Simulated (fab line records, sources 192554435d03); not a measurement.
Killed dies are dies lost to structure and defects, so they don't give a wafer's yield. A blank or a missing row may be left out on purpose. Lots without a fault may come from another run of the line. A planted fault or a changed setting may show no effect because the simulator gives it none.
Which tool did it? | flow n5_finfet | 23 lots, 69 wafers sampled, at 6 steps of a route of 1938

WHAT THE GAUGES READ, wafer by wafer
The record holds no reading of a measuring or inspecting step that can be judged against a usual standard deviation.

WHICH TOOL RAN EACH LOT (tool, then ch and the chambers of the sampled wafers, then the start)
lot  | N5_BEOL_M5_CO_CAP_78             | N5_BEOL_M6_DESCUM_16               | N5_BEOL_M6_STRIP_67                | N5_BEOL_M6_ETCH_41                            | N5_BEOL_M7_CURE_74            | N5_BEOL_M7_HM_OPEN_17
L076 | cvd_co-01 ch 1,2, day 9 07:43    | rie_diel-05 ch 0,3, day 9 11:11    | rie_diel-05 ch 0,3, day 9 11:25    | rie_diel-05 ch 1,2, day 9 16:32 or earlier    | uv_cure-01 ch 0, day 9 16:32  | rie_metal-02 ch 0, day 9 19:31
L077 | cvd_co-01 ch 0,2, day 9 12:19    | rie_diel-03 ch 0,1,2, day 9 15:40  | rie_diel-03 ch 0,1,2, day 9 15:53  | rie_diel-03 ch 1,3, day 9 21:07 or earlier    | uv_cure-03 ch 2, day 9 21:07  | rie_metal-01 ch 0, day 10 00:23
L075 | cvd_co-01 ch 1,2, day 9 15:11    | rie_diel-03 ch 2,3, day 9 19:02    | rie_diel-03 ch 2,3, day 9 19:16    | rie_diel-03 ch 0,1,2, day 10 00:28 or earlier | uv_cure-01 ch 0, day 10 00:28 | rie_metal-02 ch 0,1, day 10 04:06
L080 | cvd_co-02 ch 0,1, day 10 08:05   | rie_diel-01 ch 0,1,2, day 10 10:58 | rie_diel-01 ch 0,1,2, day 10 11:12 | rie_diel-01 ch 1,3, day 10 20:07 or earlier   | uv_cure-01 ch 2, day 10 20:07 | rie_metal-03 ch 0,1, day 10 23:49
L074 | cvd_co-02 ch 0,1, day 10 11:04   | rie_diel-05 ch 0,1, day 10 16:10   | rie_diel-05 ch 0,1, day 10 16:25   | rie_diel-05 ch 1,2,3, day 10 21:57 or earlier | uv_cure-02 ch 2, day 10 21:57 | rie_metal-01 ch 0,1, day 11 01:01
L081 | cvd_co-02 ch 1,2, day 10 14:16   | rie_diel-03 ch 0,1,2, day 10 16:20 | rie_diel-03 ch 0,1,2, day 10 16:35 | rie_diel-03 ch 0,2, day 10 22:34 or earlier   | uv_cure-01 ch 0, day 10 22:34 | rie_metal-03 ch 0,1, day 11 01:10
L079 | cvd_co-01 ch 1,2, day 10 14:26   | rie_diel-03 ch 0,2, day 10 16:41   | rie_diel-03 ch 0,2, day 10 16:56   | rie_diel-01 ch 1,2, day 10 22:35 or earlier   | uv_cure-03 ch 0, day 10 22:35 | rie_metal-01 ch 0,1, day 11 00:51
L082 | cvd_co-02 ch 0,1,2, day 10 16:30 | rie_diel-03 ch 1,2,3, day 10 19:52 | rie_diel-03 ch 1,2,3, day 10 20:06 | rie_diel-03 ch 0,2,3, day 11 08:06 or earlier | uv_cure-01 ch 1, day 11 08:06 | rie_metal-03 ch 0,1, day 11 12:45
L084 | cvd_co-01 ch 0,1, day 11 12:04   | rie_diel-05 ch 1,3, day 11 14:20   | rie_diel-05 ch 2,3, day 11 14:34   | rie_diel-05 ch 0,3, day 11 19:43 or earlier   | uv_cure-01 ch 2, day 11 19:43 | rie_metal-02 ch 0,1, day 11 22:03
L083 | cvd_co-02 ch 0,1,2, day 11 12:27 | rie_diel-01 ch 0,1,2, day 11 14:40 | rie_diel-01 ch 0,1,2, day 11 14:55 | rie_diel-01 ch 0,1,2, day 11 19:36 or earlier | uv_cure-02 ch 2, day 11 19:36 | rie_metal-01 ch 0,1, day 11 21:47
L085 | cvd_co-02 ch 1,2, day 11 17:16   | rie_diel-03 ch 0,2, day 11 18:59   | rie_diel-03 ch 0,2, day 11 19:13   | rie_diel-01 ch 0,2,3, day 11 23:19 or earlier | uv_cure-01 ch 0, day 11 23:19 | rie_metal-02 ch 1, day 12 01:03
L086 | cvd_co-02 ch 0,1,2, day 12 08:17 | rie_diel-03 ch 1,2,3, day 12 10:34 | rie_diel-03 ch 1,2,3, day 12 10:49 | rie_diel-05 ch 2,3, day 12 15:02 or earlier   | uv_cure-01 ch 2, day 12 15:02 | rie_metal-01 ch 0,1, day 12 18:07
L088 | cvd_co-01 ch 0,1,2, day 13 01:59 | rie_diel-03 ch 1,2, day 13 07:49   | rie_diel-03 ch 1,2, day 13 08:04   | rie_diel-01 ch 0,1,3, day 13 14:20 or earlier | uv_cure-03 ch 0, day 13 14:20 | rie_metal-02 ch 1, day 13 16:34
L087 | cvd_co-02 ch 0,1,2, day 13 07:29 | rie_diel-01 ch 1,3, day 13 09:21   | rie_diel-01 ch 1,3, day 13 09:35   | rie_diel-01 ch 0,2,3, day 13 15:02 or earlier | uv_cure-01 ch 1, day 13 15:02 | rie_metal-01 ch 0,1, day 13 16:49
L089 | cvd_co-02 ch 1,2, day 13 07:53   | rie_diel-05 ch 0,1,2, day 13 11:34 | rie_diel-05 ch 0,1,2, day 13 11:48 | rie_diel-01 ch 1,2,3, day 13 17:01 or earlier | uv_cure-01 ch 1, day 13 17:01 | rie_metal-02 ch 0,1, day 13 19:35
L090 | cvd_co-02 ch 0,1,2, day 13 09:51 | rie_diel-05 ch 1,3, day 13 12:48   | rie_diel-05 ch 1,3, day 13 13:02   | rie_diel-05 ch 0,1,3, day 13 19:20 or earlier | uv_cure-02 ch 1, day 13 19:20 | rie_metal-01 ch 1, day 13 23:41
L091 | cvd_co-02 ch 0,1,2, day 13 13:43 | rie_diel-05 ch 1,2,3, day 13 16:31 | rie_diel-05 ch 1,2,3, day 13 16:46 | rie_diel-01 ch 0,1,3, day 13 22:56 or earlier | uv_cure-01 ch 2, day 13 22:56 | rie_metal-02 ch 0,1, day 14 02:16
L092 | cvd_co-02 ch 1,2, day 13 14:19   | rie_diel-03 ch 0,1,2, day 13 16:51 | rie_diel-03 ch 0,1,2, day 13 17:05 | rie_diel-05 ch 0,1,2, day 13 23:28 or earlier | uv_cure-02 ch 0, day 13 23:28 | rie_metal-02 ch 0,1, day 14 02:32
L093 | cvd_co-02 ch 0,1, day 14 08:57   | rie_diel-05 ch 0,1,3, day 14 10:47 | rie_diel-05 ch 0,1,3, day 14 11:01 | rie_diel-03 ch 0,1,3, day 14 16:40 or earlier | uv_cure-02 ch 1, day 14 16:40 | rie_metal-02 ch 0,1, day 14 19:41
L094 | cvd_co-01 ch 0,2, day 14 16:16   | rie_diel-03 ch 1,2,3, day 14 19:23 | rie_diel-03 ch 1,2,3, day 14 19:37 | rie_diel-01 ch 1,3, day 15 02:53 or earlier   | uv_cure-01 ch 2, day 15 02:53 | rie_metal-01 ch 0,1, day 15 04:56
L095 | cvd_co-01 ch 0,1,2, day 14 19:50 | rie_diel-05 ch 1,2,3, day 15 00:40 | rie_diel-05 ch 1,2,3, day 15 00:54 | rie_diel-03 ch 0,2, day 15 05:25 or earlier   | uv_cure-03 ch 2, day 15 05:25 | rie_metal-01 ch 1, day 15 10:32
L097 | cvd_co-01 ch 0,2, day 15 00:58   | rie_diel-03 ch 0,2,3, day 15 03:19 | rie_diel-03 ch 0,2,3, day 15 03:32 | rie_diel-01 ch 0,2,3, day 15 12:40 or earlier | uv_cure-02 ch 2, day 15 12:40 | rie_metal-01 ch 1, day 15 14:15
L096 | cvd_co-01 ch 0,2, day 15 01:16   | rie_diel-01 ch 0,2,3, day 15 04:07 | rie_diel-01 ch 0,2,3, day 15 04:21 | rie_diel-03 ch 0,2,3, day 15 12:24 or earlier | uv_cure-01 ch 0, day 15 12:24 | rie_metal-01 ch 1, day 15 13:57
- N5_BEOL_M5_CO_CAP_78: material Co, precursor CCTBA/H2, target thk 2 nm, time 102.1 s.
- N5_BEOL_M6_DESCUM_16: chemistry O2, time 7.9 s.
- N5_BEOL_M6_STRIP_67: strips in CF4.
- N5_BEOL_M6_ETCH_41: etches SiCN in CH3F/O2, target depth 29.7 nm, time 52 s.
- N5_BEOL_M7_CURE_74: cures SiCOH lowk, time 240 s.
- N5_BEOL_M7_HM_OPEN_17: chemistry Cl2/BCl3, target TiN, target depth 20 nm, overetch 6 nm.

WHAT THE TOOLS THEMSELVES READ (means of the sampled wafers that have a number; where no wafer has one, the mark that the record gives instead)
N5_BEOL_M5_CO_CAP_78. Usual: chamber_pressure_Torr 30.00 Torr, standard deviation 0.07; heater_power_w 247 W, standard deviation 24.
lot  | tool      | chamber_pressure_Torr (Torr) | heater_power_w (W) | flag
L076 | cvd_co-01 | 30.05                        | 258                |
L077 | cvd_co-01 | 29.99                        | 245                |
L075 | cvd_co-01 | 29.93                        | 257                |
L080 | cvd_co-02 | 29.94                        | 258                |
L074 | cvd_co-02 | 30.01                        | 261                |
L081 | cvd_co-02 | 29.99                        | 246                |
L079 | cvd_co-01 | 30.03                        | 263                |
L082 | cvd_co-02 | 30.02                        | 240                |
L084 | cvd_co-01 | 29.96                        | 264                |
L083 | cvd_co-02 | 30.01                        | 240                |
L085 | cvd_co-02 | 29.95                        | 224                |
L086 | cvd_co-02 | 29.98                        | 240                |
L088 | cvd_co-01 | 30.07                        | 255                |
L087 | cvd_co-02 | 29.95                        | 239                |
L089 | cvd_co-02 | 29.99                        | 251                |
L090 | cvd_co-02 | 30.04                        | 241                |
L091 | cvd_co-02 | 29.99                        | 246                |
L092 | cvd_co-02 | 30.05                        | 225                |
L093 | cvd_co-02 | 29.98                        | 255                |
L094 | cvd_co-01 | 30.00                        | 242                |
L095 | cvd_co-01 | 30.12                        | 256                |
L097 | cvd_co-01 | 30.01                        | 246                |
L096 | cvd_co-01 | 30.00                        | 243                |

N5_BEOL_M6_DESCUM_16. Usual: drypump_motor_current_A 5.5 A, standard deviation 0.51; oes_product_au 0.78 a.u., standard deviation 0.069; rf_vpp_V 243.6 V, standard deviation 1.4; showerhead_plenum_p_Torr 2.13 Torr, standard deviation 0.069; throttle_valve_pct 20.61 %, standard deviation 0.2.
lot  | tool        | drypump_motor_current_A (A) | oes_product_au (a.u.) | rf_vpp_V (V) | showerhead_plenum_p_Torr (Torr) | throttle_valve_pct (%) | flag
L076 | rie_diel-05 | 5.7                         | 0.84                  | 242.8        | 2.10                            | 20.70                  |
L077 | rie_diel-03 | 5.4                         | 0.77                  | 243.5        | 2.13                            | 20.63                  |
L075 | rie_diel-03 | 5.6                         | 0.73                  | 242.8        | 2.07                            | 20.89                  |
L080 | rie_diel-01 | 5.5                         | 0.78                  | 244.0        | 2.14                            | 20.51                  |
L074 | rie_diel-05 | 6.0                         | 0.82                  | 242.8        | 2.04                            | 20.69                  |
L081 | rie_diel-03 | 5.4                         | 0.75                  | 243.2        | 2.13                            | 20.65                  |
L079 | rie_diel-03 | 5.5                         | 0.73                  | 243.5        | 2.15                            | 20.63                  |
L082 | rie_diel-03 | 5.6                         | 0.85                  | 243.9        | 2.16                            | 20.65                  |
L084 | rie_diel-05 | 5.0                         | 0.81                  | 244.4        | 2.15                            | 20.54                  |
L083 | rie_diel-01 | 5.5                         | 0.78                  | 243.6        | 2.14                            | 20.51                  |
L085 | rie_diel-03 | 5.4                         | 0.73                  | 243.3        | 2.13                            | 20.78                  |
L086 | rie_diel-03 | 5.6                         | 0.80                  | 243.8        | 2.15                            | 20.67                  |
L088 | rie_diel-03 | 5.3                         | 0.74                  | 242.7        | 2.10                            | 20.83                  |
L087 | rie_diel-01 | 5.3                         | 0.73                  | 244.1        | 2.14                            | 20.43                  |
L089 | rie_diel-05 | 5.8                         | 0.81                  | 242.9        | 2.09                            | 20.58                  |
L090 | rie_diel-05 | 4.9                         | 0.80                  | 244.0        | 2.14                            | 20.57                  |
L091 | rie_diel-05 | 5.3                         | 0.80                  | 244.0        | 2.14                            | 20.51                  |
L092 | rie_diel-03 | 5.4                         | 0.74                  | 243.9        | 2.12                            | 20.68                  |
L093 | rie_diel-05 | 5.5                         | 0.78                  | 243.2        | 2.08                            | 20.65                  |
L094 | rie_diel-03 | 5.6                         | 0.79                  | 243.2        | 2.15                            | 20.70                  |
L095 | rie_diel-05 | 5.3                         | 0.78                  | 244.0        | 2.13                            | 20.53                  |
L097 | rie_diel-03 | 5.8                         | 0.77                  | 243.9        | 2.16                            | 20.69                  |
L096 | rie_diel-01 | 5.6                         | 0.71                  | 244.1        | 2.13                            | 20.50                  |

N5_BEOL_M6_STRIP_67. Usual: drypump_motor_current_A 5.5 A, standard deviation 0.51; oes_product_au 0.78 a.u., standard deviation 0.062; power_w 299.9 W, standard deviation 0.88; rf_vpp_V 271.6 V, standard deviation 1.5; showerhead_plenum_p_Torr 1.82 Torr, standard deviation 0.062; throttle_valve_pct 13.68 %, standard deviation 0.17.
lot  | tool        | drypump_motor_current_A (A) | oes_product_au (a.u.) | power_w (W) | rf_vpp_V (V) | showerhead_plenum_p_Torr (Torr) | throttle_valve_pct (%) | flag
L076 | rie_diel-05 | 5.7                         | 0.83                  | 300.0       | 271.2        | 1.79                            | 13.66                  |
L077 | rie_diel-03 | 5.4                         | 0.77                  | 300.3       | 271.8        | 1.82                            | 13.69                  |
L075 | rie_diel-03 | 5.7                         | 0.73                  | 299.2       | 270.9        | 1.77                            | 13.91                  |
L080 | rie_diel-01 | 5.5                         | 0.78                  | 300.7       | 271.4        | 1.82                            | 13.58                  |
L074 | rie_diel-05 | 6.0                         | 0.82                  | 299.4       | 271.2        | 1.73                            | 13.62                  |
L081 | rie_diel-03 | 5.4                         | 0.76                  | 299.9       | 271.6        | 1.82                            | 13.71                  |
L079 | rie_diel-03 | 5.6                         | 0.74                  | 298.9       | 272.2        | 1.84                            | 13.73                  |
L082 | rie_diel-03 | 5.6                         | 0.85                  | 300.4       | 272.2        | 1.84                            | 13.64                  |
L084 | rie_diel-05 | 5.0                         | 0.81                  | 300.4       | 272.3        | 1.89                            | 13.64                  |
L083 | rie_diel-01 | 5.5                         | 0.78                  | 298.4       | 272.8        | 1.81                            | 13.59                  |
L085 | rie_diel-03 | 5.4                         | 0.74                  | 299.9       | 272.0        | 1.82                            | 13.83                  |
L086 | rie_diel-03 | 5.6                         | 0.81                  | 300.0       | 270.9        | 1.83                            | 13.67                  |
L088 | rie_diel-03 | 5.3                         | 0.74                  | 300.1       | 271.1        | 1.79                            | 13.86                  |
L087 | rie_diel-01 | 5.3                         | 0.73                  | 299.5       | 271.7        | 1.83                            | 13.67                  |
L089 | rie_diel-05 | 5.8                         | 0.80                  | 299.6       | 269.8        | 1.77                            | 13.62                  |
L090 | rie_diel-05 | 5.0                         | 0.80                  | 300.1       | 271.9        | 1.84                            | 13.66                  |
L091 | rie_diel-05 | 5.3                         | 0.80                  | 300.5       | 272.2        | 1.83                            | 13.62                  |
L092 | rie_diel-03 | 5.4                         | 0.74                  | 299.6       | 271.1        | 1.81                            | 13.76                  |
L093 | rie_diel-05 | 5.5                         | 0.79                  | 299.8       | 271.1        | 1.78                            | 13.68                  |
L094 | rie_diel-03 | 5.6                         | 0.79                  | 299.8       | 271.3        | 1.83                            | 13.73                  |
L095 | rie_diel-05 | 5.3                         | 0.79                  | 300.1       | 271.2        | 1.83                            | 13.66                  |
L097 | rie_diel-03 | 5.8                         | 0.78                  | 299.3       | 272.1        | 1.85                            | 13.75                  |
L096 | rie_diel-01 | 5.5                         | 0.71                  | 299.1       | 271.8        | 1.83                            | 13.77                  |

N5_BEOL_M6_ETCH_41. Usual: drypump_motor_current_A 5.5 A, standard deviation 0.5; oes_product_au 0.77 a.u., standard deviation 0.059; rf_vpp_V 298.0 V, standard deviation 1.4; showerhead_plenum_p_Torr 2.04 Torr, standard deviation 0.058; throttle_valve_pct 16.43 %, standard deviation 0.17.
lot  | tool        | drypump_motor_current_A (A) | oes_product_au (a.u.) | rf_vpp_V (V) | showerhead_plenum_p_Torr (Torr) | throttle_valve_pct (%) | flag
L076 | rie_diel-05 | 5.6                         | 0.86                  | 298.4        | 2.06                            | 16.31                  |
L077 | rie_diel-03 | 5.6                         | 0.75                  | 296.9        | 1.98                            | 16.46                  |
L075 | rie_diel-03 | 5.4                         | 0.76                  | 297.7        | 2.03                            | 16.44                  |
L080 | rie_diel-01 | 5.3                         | 0.75                  | 298.0        | 2.06                            | 16.37                  |
L074 | rie_diel-05 | 5.3                         | 0.83                  | 298.0        | 2.05                            | 16.35                  |
L081 | rie_diel-03 | 5.6                         | 0.74                  | 298.8        | 2.05                            | 16.46                  |
L079 | rie_diel-01 | 5.0                         | 0.75                  | 299.3        | 2.06                            | 16.54                  |
L082 | rie_diel-03 | 5.8                         | 0.83                  | 298.4        | 2.08                            | 16.47                  |
L084 | rie_diel-05 | 5.7                         | 0.80                  | 297.7        | 2.00                            | 16.52                  |
L083 | rie_diel-01 | 5.5                         | 0.77                  | 297.5        | 2.04                            | 16.38                  |
L085 | rie_diel-01 | 5.5                         | 0.73                  | 298.7        | 2.05                            | 16.42                  |
L086 | rie_diel-05 | 5.3                         | 0.82                  | 299.4        | 2.12                            | 16.42                  |
L088 | rie_diel-01 | 5.6                         | 0.76                  | 298.1        | 2.03                            | 16.33                  |
L087 | rie_diel-01 | 5.6                         | 0.72                  | 298.0        | 2.04                            | 16.45                  |
L089 | rie_diel-01 | 5.2                         | 0.73                  | 296.9        | 2.05                            | 16.49                  |
L090 | rie_diel-05 | 5.5                         | 0.79                  | 297.4        | 1.99                            | 16.45                  |
L091 | rie_diel-01 | 5.7                         | 0.75                  | 298.8        | 2.03                            | 16.33                  |
L092 | rie_diel-05 | 5.8                         | 0.79                  | 296.6        | 1.99                            | 16.44                  |
L093 | rie_diel-03 | 5.7                         | 0.79                  | 299.1        | 2.07                            | 16.40                  |
L094 | rie_diel-01 | 5.3                         | 0.76                  | 297.1        | 2.03                            | 16.38                  |
L095 | rie_diel-03 | 5.4                         | 0.71                  | 297.4        | 2.02                            | 16.66                  |
L097 | rie_diel-01 | 5.5                         | 0.71                  | 298.0        | 2.04                            | 16.49                  |
L096 | rie_diel-03 | 5.8                         | 0.77                  | 298.5        | 2.07                            | 16.53                  |

N5_BEOL_M7_CURE_74. Usual: lamp_power_pct 52.32 %, standard deviation 0.052; wafer_temp_C_max 386.6, standard deviation 0.49.
lot  | tool       | lamp_power_pct (%) | wafer_temp_C_max | flag
L076 | uv_cure-01 | 52.35              | 386.9            |
L077 | uv_cure-03 | 52.36              | 386.4            |
L075 | uv_cure-01 | 52.30              | 386.5            |
L080 | uv_cure-01 | 52.33              | 386.2            |
L074 | uv_cure-02 | 52.31              | 387.0            |
L081 | uv_cure-01 | 52.32              | 387.0            |
L079 | uv_cure-03 | 52.34              | 386.1            |
L082 | uv_cure-01 | 52.31              | 386.7            |
L084 | uv_cure-01 | 52.32              | 386.5            |
L083 | uv_cure-02 | 52.30              | 387.0            |
L085 | uv_cure-01 | 52.39              | 387.0            |
L086 | uv_cure-01 | 52.32              | 386.1            |
L088 | uv_cure-03 | 52.26              | 386.0            |
L087 | uv_cure-01 | 52.30              | 386.6            |
L089 | uv_cure-01 | 52.33              | 385.9            |
L090 | uv_cure-02 | 52.29              | 386.7            |
L091 | uv_cure-01 | 52.32              | 385.9            |
L092 | uv_cure-02 | 52.33              | 386.6            |
L093 | uv_cure-02 | 52.32              | 387.0            |
L094 | uv_cure-01 | 52.39              | 386.2            |
L095 | uv_cure-03 | 52.37              | 386.3            |
L097 | uv_cure-02 | 52.36              | 386.9            |
L096 | uv_cure-01 | 52.36              | 386.8            |

N5_BEOL_M7_HM_OPEN_17. Usual: drypump_motor_current_A 5.8 A, standard deviation 0.46; oes_product_au 0.68 a.u., standard deviation 0.081; throttle_valve_pct 22.35 %, standard deviation 0.2.
lot  | tool         | drypump_motor_current_A (A) | oes_product_au (a.u.) | throttle_valve_pct (%) | flag
L076 | rie_metal-02 | 5.6                         | 0.55                  | 22.45                  |
L077 | rie_metal-01 | 6.0                         | 0.77                  | 22.24                  |
L075 | rie_metal-02 | 5.2                         | 0.60                  | 22.37                  |
L080 | rie_metal-03 | 6.4                         | 0.69                  | 22.18                  |
L074 | rie_metal-01 | 5.9                         | 0.73                  | 22.43                  |
L081 | rie_metal-03 | 6.4                         | 0.64                  | 22.40                  |
L079 | rie_metal-01 | 5.9                         | 0.72                  | 22.44                  |
L082 | rie_metal-03 | 6.5                         | 0.63                  | 22.41                  |
L084 | rie_metal-02 | 5.2                         | 0.59                  | 22.39                  |
L083 | rie_metal-01 | 5.9                         | 0.73                  | 22.44                  |
L085 | rie_metal-02 | 5.0                         | 0.62                  | 22.32                  |
L086 | rie_metal-01 | 6.0                         | 0.74                  | 22.35                  |
L088 | rie_metal-02 | 5.0                         | 0.60                  | 22.35                  |
L087 | rie_metal-01 | 5.9                         | 0.71                  | 22.46                  |
L089 | rie_metal-02 | 5.4                         | 0.76                  | 22.14                  |
L090 | rie_metal-01 | 5.8                         | 0.69                  | 22.56                  |
L091 | rie_metal-02 | 5.2                         | 0.67                  | 22.26                  |
L092 | rie_metal-02 | 5.4                         | 0.74                  | 22.16                  |
L093 | rie_metal-02 | 5.4                         | 0.74                  | 22.14                  |
L094 | rie_metal-01 | 5.9                         | 0.70                  | 22.45                  |
L095 | rie_metal-01 | 5.8                         | 0.69                  | 22.55                  |
L097 | rie_metal-01 | 5.8                         | 0.69                  | 22.56                  |
L096 | rie_metal-01 | 5.8                         | 0.69                  | 22.56                  |

THE ANSWER, worked out from the rows above alone
Rule: a lot is off if the mean of its wafers that have a number lies more than 3 standard deviations from the usual mean. A lot without any number at a reading at which 4 lots or more have one is off too. The other lots that the step has rows for count as sound. The gauges are gone through in route order, then the tools' own readings, and for those a lot's mean is taken as printed above. The first step at which some lot is off is used, and at that step the reading that is off furthest; a lot without a number counts as furthest.
No lot is off at any reading shown: from this, nothing can be told.

WHAT THE SIMULATOR HAD PUT IN
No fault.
